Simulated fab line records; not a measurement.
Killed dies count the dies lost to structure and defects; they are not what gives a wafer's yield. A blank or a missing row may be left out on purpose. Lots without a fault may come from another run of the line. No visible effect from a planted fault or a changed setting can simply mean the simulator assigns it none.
A struck lot beside a sound one	flow n5-finfet	19 out of 1938 route steps
Sound: these wafers, L806.1, L806.3, L806.5. Struck: wafers L816.1, L816.3, L816.6. At the end, the cause is stated.
Per side, at each step with rows, come the tool, then ch with its chambers, and then its first start. Under that, the readings that differ: sound wafers	struck wafers	difference of the means	sigmas: that difference in standard deviations of wafers without a fault.
alike: same words and numbers on both sides, and readings whose means sit less than 2 such deviations apart. not compared: any withheld reading, any reading some wafer has no value for, any bound like >300 that may hide the same value, and any number with overlapping values for which the record gives no deviation.
A row with sigmas, a row that says differs or no value, or rows on one side alone: a step with any of these is where the two part. Numbers that don't overlap but have no deviation are shown without sigmas and don't part them. A reading that every wafer of one side lacks parts them only if that side has two wafers or more.

N5_ILD0_THK_MEAS_08:
  sound on film-metro-02, day 5 01:13; struck on film-metro-02, day 7 07:15
  alike: thk-nm
then, 1 step without rows for these wafers: N5_ILD0_PRECLEAN_10 (cleans in NF3:NH3, afs cycles 5, time 20 s, sublimation time 60 s).
N5_ILD0_ALD_15: deposits SiNx, target thk 24 nm, pulse time 1 s, ald cycles 480.
  sound on ald-sin-04 ch 1,3, day 5 02:13; struck on ald-sin-03 ch 0,1,3, day 7 07:58
  alike: heater-power-w, precursor-pulse-height-rel
N5_ILD0_CMP_12: polishes SiNx, stops on poly-Si, t overpolish 6 s, target thk 17.67 nm.
  sound on cmp-01 ch 1,3, day 5 04:28; struck on cmp-02 ch 0,1,2, day 7 10:13
  alike: motor-current-A, overpolish-run-s, platen-rpm, time-to-endpoint-s
N5_ILD0_THK_MEAS_13:
  sound on film-metro-01, day 5 04:43; struck on film-metro-01, day 7 10:28
  alike: thk-nm
N5_ILD0_INSPECT_06: inspects for defects (darkfield).
  sound on defect-inspect-02, day 5 04:45; struck on defect-inspect-01, day 7 10:29
reading	sound	struck	difference	sigmas
raw-defect-count	94 36 48	29 24 40	-28	-2
N5_SDB_HM_DEP_00: deposits SiNx from SiH4/NH3/N2, target thk 40 nm, time 35.3 s.
  sound on pecvd-02 ch 1,2, day 5 04:47; struck on pecvd-03 ch 0,1,2, day 7 10:32
  alike: heater-power-w, showerhead-plenum-p-Torr, throttle-valve-pct
then, 5 steps without rows for these wafers: N5_SDB_COAT_03 (time 60 s, resist thk 100 nm); N5_SDB_COAT_04 (time 60 s, resist thk 18 nm); N5_SDB_COAT_05 (resist thk 90 nm); N5_SDB_EBR_07; N5_SDB_SOFTBAKE_06 (time 60 s).
N5_SDB_EXPOSE_08: exposes mask SDB.
  sound on arfi-scanner-03 ch 0, day 5 05:08; struck on arfi-scanner-03 ch 0, day 7 10:44
reading	sound	struck	difference	sigmas
model.SDB.overlay-x-nm (nm)	0.2 0.2 0.2	14.4 14.4 14.4	+14.2	
  alike: mask, stage-vel-mm-s
then, 2 steps without rows for these wafers: N5_SDB_PEB_09 (peb time 60 s); N5_SDB_DEVELOP_10 (develop time 30 s).
N5_SDB_CD_MEAS_11: target cd 50 nm.
  sound on cd-sem-02 ch 0, day 5 05:16; struck on cd-sem-03 ch 0, day 7 10:51
  alike: cd-nm
N5_SDB_OVL_MEAS_12:
  sound on overlay-02 ch 0, day 5 05:17; struck on overlay-02 ch 0, day 7 10:53
reading	sound	struck	difference	sigmas
SDB_OVL (nm)	1.4 1.1 1.2	14.5 14.2 13.3	+12.8	+15
N5_SDB_INSPECT_13: inspects for defects (brightfield).
  sound on defect-inspect-01, day 5 05:19; struck on defect-inspect-01, day 7 10:55
  alike: raw-defect-count
-- the record jumps here: 11 days lie between the struck wafers' starts before and after (it left off in module SDB and takes up again in module PASSIVATION, whose first step shown is number 1936 of the route) --
N5_PASSIVATION_PROBE_49:
  sound on prober-01, day 14 20:52; struck on prober-01, day 18 01:21
reading	sound	struck	difference	sigmas
killed-at-front-end	27 36 27	1113 1116 1108	+1082	+90
killed-dies	108 105 103	1180 1180 1180	+1075	+67
killed-on-rim	11 16 14	152 152 152	+138	+31
  alike: killed_at_M0_to_M3, killed_at_M4_up, killed-at-contacts, killed-at-other, killed-open, killed-short

## WHERE THEY PART
At N5_ILD0_INSPECT_06 first; at N5_PASSIVATION_PROBE_49 last (within this record only).

WHY: what the simulator had put in
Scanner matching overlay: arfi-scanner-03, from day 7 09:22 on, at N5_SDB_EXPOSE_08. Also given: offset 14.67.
